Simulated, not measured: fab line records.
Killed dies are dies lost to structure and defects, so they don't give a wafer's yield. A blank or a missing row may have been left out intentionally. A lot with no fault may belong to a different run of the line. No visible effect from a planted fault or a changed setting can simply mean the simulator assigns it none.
Struck lot and sound lot, side by side    flow nand harc    14 steps out of a route of 1159
Sound: these wafers, L451.1, L451.3, L451.4. Wafers struck: L453.3, L453.5, L453.6. At the end, the cause is stated.
At each step with rows: each side's tool, then ch and its chambers, then its first start. Under that, the readings that differ: sound wafers    struck wafers    difference of the means    sigmas: that difference in standard deviations of wafers without a fault.
alike: same words and numbers on both sides, and readings whose means sit less than 2 such deviations apart. not compared: any withheld reading, any reading some wafer has no value for, any bound like >300 that may hide the same value, and any number with overlapping values for which the record gives no deviation.
The two part at a step that has a row with sigmas, a row that says differs or no value, or rows on one side only. Numbers that have no deviation but don't overlap get no sigmas and don't part them. A reading missing from all wafers of one side parts the sides only when that side holds two or more wafers.

first, 1 step without rows for these wafers: NHARC_A_M0_DEVELOP_08 (develop time 35 s).
NHARC_A_M0_CD_MEAS_09: target cd 80 nm.
  sound on cd sem-01 ch 0, day 20 19:14; struck on cd sem-03 ch 0, day 21 13:46
reading     sound           struck          difference  sigmas
cd nm (nm)  79.4 79.1 79.0  80.4 79.8 80.8  +1.2        +2
NHARC_A_M0_OVL_MEAS_10: pitch 160 nm.
  sound: overlay-02 at day 20 19:19; struck: overlay-01 at day 21 13:51
  alike: overlay x nm, overlay y nm
NHARC_A_M0_INSPECT_11:
  sound: defect inspect-02 at day 20 19:22; struck: defect inspect-01 at day 21 13:53
  alike: raw defect count
NHARC_A_M0_DESCUM_14: chemistry O2, time 3 s.
  sound on rie diel-09 ch 0,1, day 20 19:25; struck on rie diel-13 ch 1,2, day 21 13:58
  alike: drypump motor current A, oes product au, rf vpp V, showerhead plenum p Torr, throttle valve pct
  not compared: rf hours counter h
then, 2 steps without rows for these wafers: NHARC_A_M0_ETCH_34 (etches the open film in N2/H2, target depth 40 nm, overetch 12 nm, time 43.94 s); NHARC_A_M0_ETCH_15 (etches the open film in C4F8/Ar, target depth 150 nm, overetch 15 nm, time 82.5 s).
NHARC_A_M0_CD_MEAS_16:
  sound: cd sem-02 at day 20 19:46; struck: cd sem-02 at day 21 14:16
  alike: cd nm
NHARC_A_M0_STRIP_18: strips in N2/H2.
  sound on rie diel-13 ch 0,2,3, day 20 19:51; struck on rie diel-09 ch 0,1,3, day 21 14:23
  alike: drypump motor current A, oes product au, rf vpp V, showerhead plenum p Torr, throttle valve pct
  not compared: rf hours counter h
then, 1 step without rows for these wafers: NHARC_A_M0_STRIP_19 (strips in post etch residue remover, time 600 s).
NHARC_A_M0_DEGAS_28: time 60 s.
  sound: pvd sputter-02 at day 20 20:31; struck: pvd sputter-03 at day 21 14:54
  alike: heater power w
NHARC_A_M0_PRE_CLEAN_29: time 30 s.
  sound on pvd sputter-02; struck on pvd sputter-03
  alike: heater power w
NHARC_A_M0_PVD_20: deposits TaN, target thk 5 nm, time 8.06 s.
  sound: pvd sputter-02 at day 20 20:39; struck: pvd sputter-03 at day 21 15:02
  no value came back on the struck wafers for bias v (V), cathode dc power W (W), throttle valve pct (%); on the sound wafers bias v (V) reads 169.2 168.1 166.4
NHARC_A_M0_PVD_21: deposits Cu, target thk 30 nm, time 20.49 s.
  sound on pvd sputter-02; struck on pvd sputter-03
  alike: cathode dc power W, chamber pressure pa, throttle valve pct

== WHERE THEY PART ==
At NHARC_A_M0_CD_MEAS_09 first; at NHARC_A_M0_PVD_20 last (within this record only). Later steps at which nothing parts them and some readings are alike: NHARC_A_M0_PVD_21.

WHY: what had been put in by the simulator
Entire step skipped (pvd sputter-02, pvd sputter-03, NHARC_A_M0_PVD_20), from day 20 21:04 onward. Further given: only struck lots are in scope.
